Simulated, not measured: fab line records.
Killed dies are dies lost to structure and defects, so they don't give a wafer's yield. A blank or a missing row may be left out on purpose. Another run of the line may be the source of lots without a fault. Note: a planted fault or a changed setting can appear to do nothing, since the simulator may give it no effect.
fab line records -- flow n5-finfet
[record] lots = 9, wafers = 27, last-day = 16
route steps=1938 shown BEOL_M0@745 BEOL_M1@770 BEOL_M4@1111 PASSIVATION@1936
lots that met no fault: from a run of the same line without faults
start-h: hours from the record's opening day to when the first of the lot's shown wafers began -- wait-h: how many hours have passed since the lot's step before this one -- " repeats the value in the row above -- L1.1+2: a row that stands for several wafers -- - no value present, or no start provided -- * or withheld: withheld -- < > ~ a bound
route shown NAME@n: NAME is a module with steps in the file, n the number in the route of the first one -- usual: the fault-free wafers' mean and standard deviation -- same: alike in all rows -- chamber/n: place in a boat -- sites: per-site readings -- _std_site: standard deviation across them -- _edge_site: mean of outer sites minus mean of inner sites -- radius-mm: for every site, how far away it sits from the centre of the wafer -- mask NAME#n: copy n -- behind: tool/chamber where the wafer was last shaped -- hold: why the lot was held/for how many hours/how that ended -- device: the transistor (n, p or np) that didn't switch -- end of line: tests run on the same wafers once the route is complete -- for a step that has no rows: nothing shown but its recipe -- killed: not the wafer's yield, but the dies lost to structure and defects at the first sort -- map: shows each die of a wafer: x if killed, . if not, _ if none is there
set.NAME: the run value of the setting; set.NAME@STEP: its run value at that earlier step -- model.NAME: the simulator's own value behind a step, which no gauge read
a sample of lots followed through the steps of the route, with each step as a table and each wafer as a row
services: when a tool's chamber went out of use (start-h, in hours from the record's first day, below 0 if earlier), for how many hours, and the reason
[[steps]]
[step N5_BEOL_M0_PRE_CLEAN_131]
[recipe] gas = NH3/H2, time-s = 15, temp-c = *, rf-power-w = 300
[usual] heater-power-w = 88/21
lot.wafer,tool,chamber,start-h,wait-h,heater-power-w
L296.1,cvd-co-01,0,117.69,0.0,78
L296.4,cvd-co-01,1,117.69,0.0,75
L296.5,cvd-co-01,2,117.69,0.0,63
L297.2,cvd-co-02,2,125.64,0.0,75
L297.4,cvd-co-02,2,125.64,0.0,72
L297.6,cvd-co-02,0,125.64,0.0,115
L299.1,cvd-co-02,1,139.51,0.0,118
L299.2,cvd-co-02,2,139.51,0.0,73
L299.5,cvd-co-02,0,139.51,0.0,117
L303.2,cvd-co-01,2,166.15,0.0,63
L303.3,cvd-co-01,0,166.15,0.0,77
L303.4,cvd-co-01,2,166.15,0.0,63
L305.1,cvd-co-01,0,176.80,0.0,79
L305.2,cvd-co-01,2,176.80,0.0,62
L305.3,cvd-co-01,1,176.80,0.0,75
L306.2,cvd-co-01,2,185.94,0.0,62
L306.4,cvd-co-01,1,185.94,0.0,78
L306.5,cvd-co-01,2,185.94,0.0,63
L310.1,cvd-co-01,2,211.69,0.0,62
L310.4,cvd-co-01,2,211.69,0.0,64
L310.6,cvd-co-01,2,211.69,0.0,62
L312.1,cvd-co-01,0,219.46,0.0,77
L312.3,cvd-co-01,2,219.46,0.0,62
L312.4,cvd-co-01,0,219.46,0.0,79
L314.1,cvd-co-02,0,235.46,0.0,116
L314.2,cvd-co-02,1,235.46,0.0,110
L314.4,cvd-co-02,2,235.46,0.0,76
[step N5_BEOL_M1_ETCH_64]
[recipe] chemistry = N2/H2, target = SOC, target-depth-a = 750, overetch-a = 150, mask-material = SiARC, temp-c = 40, time-s = 112.5, ion-energy-ev = 200, pressure-mtorr = 30, source-w = 840, bias-w = 150, n2-flow-sccm = 200, h2-flow-sccm = 200
[usual] drypump-motor-current-A = 5.8/0.4, oes-product-au = 0.60/0.062, rf-vpp-V = 523.0/2.4, showerhead-plenum-p-Torr = 2.51/0.081, throttle-valve-pct = 17.82/0.23
lot.wafer,tool,chamber,start-h,wait-h,drypump-motor-current-A,oes-product-au,rf-hours-counter-h,rf-vpp-V,showerhead-plenum-p-Torr,throttle-valve-pct
L296.1,rie-diel-03,0,120.52,0.0,6.1,0.61,160,521.6,2.43,17.80
L296.4,rie-diel-03,2,120.52,0.0,6.2,0.59,148,520.8,2.45,17.90
L296.5,rie-diel-03,0,120.52,0.0,6.1,0.61,-,522.2,2.43,17.80
L297.2,rie-diel-02,0,127.77,0.0,5.7,0.60,126,524.2,2.55,18.02
L297.4,rie-diel-02,1,127.77,0.0,5.7,0.61,123,517.3,2.35,17.35
L297.6,rie-diel-02,1,127.77,0.0,5.7,0.61,-,518.8,2.35,17.34
L299.1,rie-diel-02,0,141.18,0.0,5.7,0.60,131,525.3,2.55,18.04
L299.2,rie-diel-02,2,141.18,0.0,5.2,0.55,250,523.5,2.49,17.65
L299.5,rie-diel-02,3,141.18,0.0,6.3,0.55,-,526.8,2.61,17.78
L303.2,rie-diel-03,1,167.49,0.0,4.7,0.53,250,526.1,2.60,17.88
L303.3,rie-diel-03,0,167.49,0.0,6.1,0.59,173,520.9,2.43,17.81
L303.4,rie-diel-03,3,167.49,0.0,6.2,0.63,101,519.8,2.46,17.79
L305.1,rie-diel-03,2,179.63,0.0,6.2,0.58,165,520.5,2.44,17.93
L305.2,rie-diel-03,3,179.63,0.0,6.2,0.63,105,519.9,2.46,17.80
L305.3,rie-diel-03,0,179.63,0.0,6.1,0.60,177,521.5,2.42,17.82
L306.2,rie-diel-04,0,188.75,0.0,5.6,0.56,203,522.4,2.52,18.09
L306.4,rie-diel-04,1,188.75,0.0,6.1,0.60,-,526.0,2.65,17.75
L306.5,rie-diel-04,0,188.75,0.0,5.6,0.56,-,522.7,2.52,18.09
L310.1,rie-diel-04,3,214.50,0.0,5.8,0.56,225,523.0,2.51,18.07
L310.4,rie-diel-04,1,214.50,0.0,6.1,0.59,169,525.0,2.65,17.78
L310.6,rie-diel-04,0,214.50,0.0,5.6,0.55,-,522.6,2.52,18.12
L312.1,rie-diel-04,2,220.54,0.0,5.7,0.76,5,524.0,2.49,17.65
L312.3,rie-diel-04,3,220.54,0.0,5.8,0.57,227,523.3,2.51,18.06
L312.4,rie-diel-04,0,220.54,0.0,5.6,0.55,215,522.6,2.51,18.11
L314.1,rie-diel-04,3,237.16,0.0,5.8,0.57,232,524.6,2.51,18.06
L314.2,rie-diel-04,0,237.16,0.0,5.6,0.55,221,524.5,2.51,18.15
L314.4,rie-diel-04,1,237.16,0.0,6.1,0.59,176,528.2,2.64,17.75
[step N5_BEOL_M1_CD_MEAS_18]
[recipe] pitch-nm = 36, target-cd-nm = 18
[usual] cd-nm = 17.97/0.27
lot.wafer,tool,chamber,start-h,wait-h,cd-nm
L296.1,cd-sem-01,-,120.87,0.0,17.54
L296.4,cd-sem-01,-,120.87,0.0,17.81
L296.5,cd-sem-01,-,120.87,0.0,17.75
L297.2,cd-sem-03,-,128.13,0.1,18.28
L297.4,cd-sem-03,-,128.13,0.1,18.29
L297.6,cd-sem-03,-,128.13,0.1,18.31
L299.1,cd-sem-01,-,141.72,0.0,18.05
L299.2,cd-sem-01,-,141.72,0.0,17.61
L299.5,cd-sem-01,-,141.72,0.0,18.15
L303.2,cd-sem-02,-,167.84,0.1,18.09
L303.3,cd-sem-02,-,167.84,0.1,18.08
L303.4,cd-sem-02,-,167.84,0.1,17.98
L305.1,cd-sem-01,-,179.98,0.0,17.00
L305.2,cd-sem-01,-,179.98,0.0,17.50
L305.3,cd-sem-01,-,179.98,0.0,17.64
L306.2,cd-sem-01,-,189.10,0.1,18.09
L306.4,cd-sem-01,-,189.10,0.1,18.07
L306.5,cd-sem-01,-,189.10,0.1,17.96
L310.1,cd-sem-02,-,214.85,0.0,18.00
L310.4,cd-sem-02,-,214.85,0.0,18.31
L310.6,cd-sem-02,-,214.85,0.0,17.93
L312.1,cd-sem-01,-,220.89,0.0,17.83
L312.3,cd-sem-01,-,220.89,0.0,18.23
L312.4,cd-sem-01,-,220.89,0.0,17.50
L314.1,cd-sem-03,-,237.51,0.0,17.99
L314.2,cd-sem-03,-,237.51,0.0,18.00
L314.4,cd-sem-03,-,237.51,0.0,18.09
[step N5_BEOL_M1_CD_MEAS_28]
[recipe] landing-energy-ev = 500, detector = se-inlens, target-cd-y-nm = 23.3
[usual] cd-nm = 24.00/0.21
lot.wafer,tool,chamber,start-h,wait-h,cd-nm
L296.1,cd-sem-03,0,121.31,-,23.85
L296.4,cd-sem-03,0,121.31,-,23.70
L296.5,cd-sem-03,0,121.31,-,23.71
L297.2,cd-sem-01,0,128.57,-,23.72
L297.4,cd-sem-01,0,128.57,-,24.01
L297.6,cd-sem-01,0,128.57,-,24.14
L299.1,cd-sem-02,0,143.16,-,24.09
L299.2,cd-sem-02,0,143.16,-,24.14
L299.5,cd-sem-02,0,143.16,-,24.17
L303.2,cd-sem-02,0,168.33,-,23.71
L303.3,cd-sem-02,0,168.33,-,23.79
L303.4,cd-sem-02,0,168.33,-,24.33
L305.1,cd-sem-03,0,180.30,-,23.92
L305.2,cd-sem-03,0,180.30,-,24.02
L305.3,cd-sem-03,0,180.30,-,24.08
L306.2,cd-sem-02,0,189.42,-,24.19
L306.4,cd-sem-02,0,189.42,-,23.81
L306.5,cd-sem-02,0,189.42,-,24.10
L310.1,cd-sem-03,0,215.17,-,24.06
L310.4,cd-sem-03,0,215.17,-,24.11
L310.6,cd-sem-03,0,215.17,-,23.99
L312.1,cd-sem-02,0,221.38,-,24.36
L312.3,cd-sem-02,0,221.38,-,23.75
L312.4,cd-sem-02,0,221.38,-,24.10
L314.1,cd-sem-03,0,237.96,-,23.92
L314.2,cd-sem-03,0,237.96,-,23.79
L314.4,cd-sem-03,0,237.96,-,24.42
[step N5_BEOL_M1_DESCUM_33]
[recipe] chemistry = O2, time-s = 7, source-power-w = 50, bias-power-w = 20, pressure-mtorr = 20, rf-frequency-hz = 2.712e+07, temp-c = 40, resist = CAR-EUV, o2-flow-sccm = 225
[usual] drypump-motor-current-A = 5.9/0.43, oes-product-au = 0.78/0.083, rf-vpp-V = 242.4/1.5, showerhead-plenum-p-Torr = 2.05/0.068, throttle-valve-pct = 20.34/0.26
lot.wafer,tool,chamber,start-h,wait-h,drypump-motor-current-A,oes-product-au,rf-hours-counter-h,rf-vpp-V,showerhead-plenum-p-Torr,throttle-valve-pct
L296.1,rie-diel-02,1,121.44,0.0,5.7,0.78,121,241.0,1.93,19.93
L296.4,rie-diel-02,0,121.44,0.0,5.7,0.76,124,243.5,2.10,20.58
L296.5,rie-diel-02,1,121.44,0.0,5.7,0.77,-,239.7,1.93,19.92
L297.2,rie-diel-02,3,128.69,0.0,6.3,0.69,241,244.6,2.14,20.17
L297.4,rie-diel-02,2,128.69,0.0,5.2,0.67,-,241.3,2.07,20.35
L297.6,rie-diel-02,0,128.69,0.0,5.7,0.75,-,244.1,2.10,20.58
L299.1,rie-diel-03,2,143.29,0.0,6.2,0.74,154,242.8,2.00,20.33
L299.2,rie-diel-03,0,143.29,0.0,6.1,0.76,167,241.8,2.01,20.58
L299.5,rie-diel-03,3,143.29,0.0,6.2,0.81,-,240.9,2.03,20.41
L303.2,rie-diel-02,3,168.45,0.0,6.3,0.68,256,244.3,2.14,20.19
L303.3,rie-diel-02,1,168.45,0.0,5.7,0.77,133,240.7,1.93,19.94
L303.4,rie-diel-02,3,168.45,0.0,6.3,0.68,-,242.7,2.14,20.19
L305.1,rie-diel-04,0,180.42,0.0,5.6,0.70,201,243.3,2.07,20.73
L305.2,rie-diel-04,2,180.42,0.0,5.7,0.67,249,242.1,2.05,20.57
L305.3,rie-diel-04,3,180.42,0.0,5.8,0.73,213,242.4,2.07,20.63
L306.2,rie-diel-03,2,189.57,0.1,6.2,0.73,168,242.5,2.00,20.36
L306.4,rie-diel-03,2,189.57,0.1,6.2,0.73,-,241.8,2.00,20.37
L306.5,rie-diel-03,3,189.57,0.1,6.2,0.80,-,242.8,2.02,20.45
L310.1,rie-diel-03,0,215.29,0.0,6.1,0.75,189,241.4,2.00,20.61
L310.4,rie-diel-03,2,215.29,0.0,6.2,0.72,176,241.3,1.99,20.37
L310.6,rie-diel-03,3,215.29,0.0,6.2,0.78,-,241.5,2.02,20.45
L312.1,rie-diel-03,0,221.55,0.1,6.1,0.74,190,242.6,2.00,20.62
L312.3,rie-diel-03,3,221.55,0.1,6.2,0.78,117,241.3,2.02,20.45
L312.4,rie-diel-03,2,221.55,0.1,6.2,0.71,177,241.1,1.99,20.37
L314.1,rie-diel-02,3,238.39,0.3,6.2,0.93,14,243.5,2.13,19.85
L314.2,rie-diel-02,0,238.39,0.3,5.7,0.72,164,242.7,2.09,20.66
L314.4,rie-diel-02,2,238.39,0.3,5.2,0.92,17,241.3,2.06,19.99
[step N5_BEOL_M4_RC_MEAS_101]
[usual] DIBL_N = 35.7/1.3, DIBL_P = 35.4/1.8, IOFF_N = 0.152/0.027, IOFF_P = 0.20/0.034, ION_N = 672/9.8, ION_P = 461/7.5, SS_N = 71.4/0.55, SS_P = 73.1/0.61, VT_N = 251/3.3, VT_P = -251/3.6
lot.wafer,tool,chamber,start-h,wait-h,DIBL_N[mV/V],DIBL_P[mV/V],IOFF_N[nA/um],IOFF_P[nA/um],ION_N[uA/um],ION_P[uA/um],SS_N[mV/dec],SS_P[mV/dec],VT_N[mV],VT_P[mV]
L296.1,prober-02,0,162.74,0.0,37.2,39.2,0.199,0.27,681,469,72.2,74.2,247,-244
L296.4,prober-02,0,162.74,0.0,35.0,38.2,0.160,0.24,672,465,71.1,73.9,248,-246
L296.5,prober-02,0,162.74,0.0,35.2,36.6,0.161,0.22,684,467,71.0,73.7,248,-247
L297.2,prober-01,0,167.97,0.2,34.0,32.5,0.114,0.16,661,457,70.3,72.7,255,-255
L297.4,prober-01,0,167.97,0.2,35.2,34.1,0.133,0.18,670,464,70.6,73.5,253,-251
L297.6,prober-01,0,167.97,0.2,34.4,34.2,0.126,0.18,659,452,71.3,73.0,255,-250
L299.1,prober-02,0,181.19,0.0,34.3,36.0,0.149,0.18,676,457,70.9,72.8,252,-255
L299.2,prober-02,0,181.19,0.0,34.6,34.9,0.144,0.17,664,455,71.6,72.0,254,-253
L299.5,prober-02,0,181.19,0.0,33.5,35.0,0.146,0.17,670,459,70.7,73.0,251,-252
L303.2,prober-02,0,209.83,0.2,36.0,36.9,0.162,0.21,676,465,72.1,73.2,247,-251
L303.3,prober-02,0,209.83,0.2,35.9,36.5,0.157,0.20,682,459,71.7,72.6,248,-250
L303.4,prober-02,0,209.83,0.2,35.6,35.6,0.153,0.20,674,462,71.3,73.1,248,-250
L305.1,prober-02,0,219.25,0.4,36.5,34.9,0.147,0.19,671,458,72.1,73.5,251,-248
L305.2,prober-02,0,219.25,0.4,37.6,35.7,0.154,0.21,669,459,71.6,73.0,250,-251
L305.3,prober-02,0,219.25,0.4,37.4,36.3,0.156,0.21,675,458,72.1,73.0,253,-249
L306.2,prober-02,0,227.33,0.2,37.7,38.4,0.186,0.26,680,466,72.5,74.4,250,-245
L306.4,prober-02,0,227.33,0.2,35.7,35.6,0.148,0.22,662,463,71.3,73.1,250,-248
L306.5,prober-02,0,227.33,0.2,34.8,34.8,0.139,0.21,677,465,70.7,73.3,250,-248
L310.1,prober-01,0,260.59,0.0,36.5,35.6,0.155,0.21,667,460,71.5,73.4,252,-252
L310.4,prober-01,0,260.59,0.0,36.3,37.1,0.163,0.23,668,465,71.2,72.8,250,-247
L310.6,prober-01,0,260.59,0.0,35.8,35.7,0.149,0.20,663,460,71.9,72.5,250,-248
L312.1,prober-01,0,261.82,0.0,35.0,34.7,0.129,0.19,657,458,71.1,73.4,253,-250
L312.3,prober-01,0,261.82,0.0,34.2,32.8,0.116,0.16,658,456,71.4,72.4,257,-252
L312.4,prober-01,0,261.82,0.0,34.6,33.7,0.115,0.17,653,453,70.1,72.1,256,-250
L314.1,prober-02,0,280.66,0.0,39.0,38.9,0.201,0.28,685,474,71.8,74.3,246,-246
L314.2,prober-02,0,280.66,0.0,38.2,37.8,0.196,0.27,691,479,72.4,74.4,248,-244
L314.4,prober-02,0,280.66,0.0,37.7,37.7,0.175,0.26,677,472,71.4,74.6,248,-244
[step N5_PASSIVATION_PROBE_49]
[usual] defect-limited-yield = 91.5/1.3, killed_at_M0_to_M3 = 33/11, killed_at_M4_up = 14/5.3, killed-at-contacts = 11/6.3, killed-at-front-end = 38/10, killed-at-other = 3.7/2.8, killed-dies = 101/16, killed-open = 67/12, killed-short = 32/7.4, sort_bin_5_function = 5.0/0.86, sort_bin_6_memory = 3.2/0.69, sort-n-pass = 1079/16, sort-yield-pct = 91.5/1.3
[same] gross-dies = 1180, killed-at-back-side = 0, sort_bin_4_leakage[%] = 0, sort_bin_8_speed[%] = 0
lot.wafer,tool,chamber,start-h,wait-h,defect-limited-yield[%],killed_at_M0_to_M3,killed_at_M4_up,killed-at-contacts,killed-at-front-end,killed-at-other,killed-dies,killed-open,killed-short,sort_bin_5_function[%],sort_bin_6_memory[%],sort-n-pass,sort-yield-pct[%]
L310.4,prober-01,-,365.10,0.2,92.1,26,15,7,32,13,93,55,37,4.9,2.7,1087,92.1
// killed by level:class
L310.4 BEOL_M1:geometric-particle:open=7 BEOL_M3:geometric-particle:open=7 MIM_BOT:geometric-particle:short=7 DUMMY_GATE:geometric-particle:open=6 GATE_CUT:geometric-particle:open=5 FIN_SAQP:geometric-particle:short=4 MOL_CONTACT_COAG:geometric-particle:open=4 BEOL_M4:geometric-particle:open=4
[[services]]
tool,chamber,start-h,hours,kind
cvd-co-01,-,122.50,0.8,repair
rie-diel-02,1,128.59,14.5,repair
rie-diel-02,2,143.09,-,clean
rie-diel-02,2,143.09,-,consumable-replace:focus-ring
rie-diel-02,2,143.09,35.0,scheduled-down
rie-diel-02,2,143.09,35.0,vent-cycle
cvd-co-01,-,153.72,6.9,pm
cvd-co-02,-,168.66,0.6,repair
rie-diel-03,1,170.57,-,clean
rie-diel-03,1,170.57,-,consumable-replace:focus-ring
rie-diel-03,1,170.57,23.4,scheduled-down
rie-diel-03,1,170.57,23.4,vent-cycle
rie-diel-02,3,178.06,-,clean
rie-diel-02,3,178.06,-,consumable-replace:focus-ring
rie-diel-02,3,178.06,12.3,scheduled-down
rie-diel-02,3,178.06,12.3,vent-cycle
rie-diel-04,2,185.70,-,clean
rie-diel-04,2,185.70,-,consumable-replace:focus-ring
rie-diel-04,2,185.70,13.5,scheduled-down
rie-diel-04,2,185.70,13.5,vent-cycle
cvd-co-01,2,189.17,15.3,repair
cvd-co-01,1,205.77,4.3,repair
cvd-co-01,0,208.60,9.6,repair
cvd-co-02,-,227.63,6.0,pm
[[key]]
[first-sign] step = N5_BEOL_M1_CD_MEAS_18, reading = cd-nm, direction = down, sigmas = 3.6, usual = 17.97, struck = 17.00
effect none on later readings
met-at N5_BEOL_M1_ETCH_64
struck-lots L305
struck-wafers L305.1
not-acting-at N5_BEOL_M0_PRE_CLEAN_131,N5_BEOL_M1_CD_MEAS_28,N5_BEOL_M1_DESCUM_33
onset-between 167.49 179.63
[fault] kind = process-parameter-drift, tool = rie-diel-03, chamber = -, onset-h = 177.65, steps = N5_BEOL_M1_ETCH_64, channel = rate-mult, offset = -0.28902, shape = step, end-h = 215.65, scope = struck-wafers-only
